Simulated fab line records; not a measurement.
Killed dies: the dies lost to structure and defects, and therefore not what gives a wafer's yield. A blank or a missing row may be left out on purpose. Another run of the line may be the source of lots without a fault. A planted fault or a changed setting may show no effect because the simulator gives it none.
8D (eight disciplines) problem report, filled in by code	flow n5-finfet	the parts of the form that need people (team, actions taken, sign-off) are left out

== 1. THE ISSUE ==
Wafers without a fault read 831.6 W, standard deviation 2.8; rf-fwd-power-W at N5_DUMMY_GATE_ETCH_37 reads a mean of 630.5 W on 6 wafers belonging to 2 lots. That is -72 standard deviations from the usual mean.
The step: etches SOC in N2/H2, target depth 60 nm, overetch 30 nm.
Seen first at day 7 00:04 on rie-diel-02, wafer L245.3. Wafers with a number at this step in the record: 27, from 9 lots. The rule behind "out" and "out of limits": a value lying over 4 standard deviations away from the usual mean. Any other wafer with a number is counted as sound.

== 2. WHAT IT IS; WHAT IT IS NOT ==
question	is	is not
which readings at this step	rf-fwd-power-W, rf-vpp-V	drypump-motor-current-A, h2-flow-sccm, oes-product-au, showerhead-plenum-p-Torr, temp-c, throttle-valve-pct
which lots	L245, L247	L231, L232, L234, L237, L240, L249, L251
which wafers of those lots	all that have a number	-
read on which tools	rie-diel-02	rie-diel-01, rie-diel-03
when	from day 7 00:04	up to then (15 sound wafers); but 6 sound wafers of L249, L251 came after

== 3. THE SUSPECTS, EACH WITH WHAT RULES IT OUT ==
Counting: a tool at any process step up to the reading remains a suspect when it ran all the lots that are out and ran no sound lot after the first of those.
- rie-diel-02 at N5_DUMMY_GATE_ETCH_29 (etches underlayer in N2/H2, target depth 13 nm): kept. It processed each lot that is out, first L245 at day 6 23:59, and no sound lot thereafter; up to then, the last sound lot it processed was L234 at day 4 04:35.
- rie-diel-02 at N5_DUMMY_GATE_ETCH_37 (etches SOC in N2/H2, target depth 60 nm, overetch 30 nm): kept. It processed each lot that is out, first L245 at day 7 00:04, and no sound lot thereafter; up to then, the last sound lot it processed was L234 at day 4 04:40. Out on those wafers are its own readings of rf-fwd-power-W, rf-vpp-V.
Remaining after the count are rie-diel-02 at N5_DUMMY_GATE_ETCH_29 and rie-diel-02 at N5_DUMMY_GATE_ETCH_37.

== 4. THE CAUSE (what the simulator had put in) ==
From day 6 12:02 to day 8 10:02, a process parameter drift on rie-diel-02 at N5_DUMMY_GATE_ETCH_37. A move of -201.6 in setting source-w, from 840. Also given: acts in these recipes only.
Of the 2 suspects that counting leaves, this tool is one.

== 5. THE EFFECT CHAIN, in route order ==
Rows list readings where the struck wafers' mean (over those with a number) sits beyond 3 standard deviations from the usual. Readings are gone through only where the record gives a usual standard deviation; hours: the median, over the lots, of the time from a lot's start at the first step in this table giving one to that lot's start at this step; sigmas: the change measured in usual standard deviations.
hours	step	reading	usual	on struck wafers	change	sigmas
0	N5_DUMMY_GATE_ETCH_37	rf-fwd-power-W	831.6 W	630.5	-201.1	-72
0	N5_DUMMY_GATE_ETCH_37	rf-vpp-V	523.7 V	572.0	+48.3	+18
Process steps it contains:
- N5_DUMMY_GATE_ETCH_37: etches SOC in N2/H2, target depth 60 nm, overetch 30 nm.
Later steps that measure or inspect, where all struck wafers having a row at the step show a number for every such reading and not one has moved that far: N5_BEOL_M4_RC_MEAS_101.

== 6. HOW IT WOULD HAVE BEEN CAUGHT EARLIER ==
12 hours passed between the start of the fault at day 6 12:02 and the first reading out of limits in this record, taken at day 7 00:04.
